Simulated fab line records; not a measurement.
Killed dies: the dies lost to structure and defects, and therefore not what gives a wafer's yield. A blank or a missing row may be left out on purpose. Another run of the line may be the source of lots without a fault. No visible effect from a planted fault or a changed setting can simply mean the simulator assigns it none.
Matching of chambers / flow nand_harc / 4 sister chambers for NHARC_P_M1_CMP_23 on cmp-02
The step polishes, t overpolish 20 s, target thk 157.82 nm. 8 wafers are shown with their chamber, then 7 later ones without.

## WAFERS PAIRED WITH THEIR CHAMBERS
wafer=L397.6; chamber=1; motor_current_A (A)=11.7; time_to_endpoint_s (s)=31.9
wafer=L400.5; chamber=0; motor_current_A (A)=13.5; time_to_endpoint_s (s)=30.3
wafer=L400.6; chamber=1; motor_current_A (A)=12.7; time_to_endpoint_s (s)=33.9
wafer=L405.3; chamber=3; motor_current_A (A)=10.5; time_to_endpoint_s (s)=27.5
wafer=L405.4; chamber=0; motor_current_A (A)=14.2; time_to_endpoint_s (s)=23.8
wafer=L405.6; chamber=2; motor_current_A (A)=14.7; time_to_endpoint_s (s)=25.9
wafer=L407.4; chamber=2; motor_current_A (A)=15.0; time_to_endpoint_s (s)=26.5
wafer=L407.5; chamber=3; motor_current_A (A)=10.4; time_to_endpoint_s (s)=27.3

## WAFERS WITH NO CHAMBER GIVEN
wafer=L407.6; motor_current_A (A)=13.4; time_to_endpoint_s (s)=27.8
wafer=L408.2; motor_current_A (A)=11.9; time_to_endpoint_s (s)=29.6
wafer=L408.3; motor_current_A (A)=14.9; time_to_endpoint_s (s)=27.8
wafer=L408.4; motor_current_A (A)=10.2; time_to_endpoint_s (s)=26.7
wafer=L410.4; motor_current_A (A)=13.1; time_to_endpoint_s (s)=29.0
wafer=L410.5; motor_current_A (A)=10.7; time_to_endpoint_s (s)=27.1
wafer=L410.6; motor_current_A (A)=15.1; time_to_endpoint_s (s)=26.8

## WHICH CHAMBER EACH ONE RAN IN
wafer=L407.6; from the rows above=0; in truth=0
wafer=L408.2; from the rows above=can't be placed: 1 or 3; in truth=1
wafer=L408.3; from the rows above=can't be placed: 2 or 0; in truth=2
wafer=L408.4; from the rows above=3; in truth=3
wafer=L410.4; from the rows above=can't be placed: 0 or 1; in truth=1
wafer=L410.5; from the rows above=3; in truth=3
wafer=L410.6; from the rows above=2; in truth=2
Placed correctly: 4 of 7. Not placeable from these rows: 3 (in 3, the candidates include the true chamber). Placed wrongly: 0.
How it was worked out, from the rows above alone: a wafer's distance from a chamber is the root of the sum, over the readings, of the square of ((its reading less the chamber's mean) divided by the reading's scatter). The wafer belongs to the nearest chamber; if the next one is less than 2 further off, it can't be placed. Each chamber's mean is taken over the wafers shown for it. The scatter: the root of (the sum of the squares of (reading less its chamber's mean) over the shown wafers, divided by (wafers less chambers)).
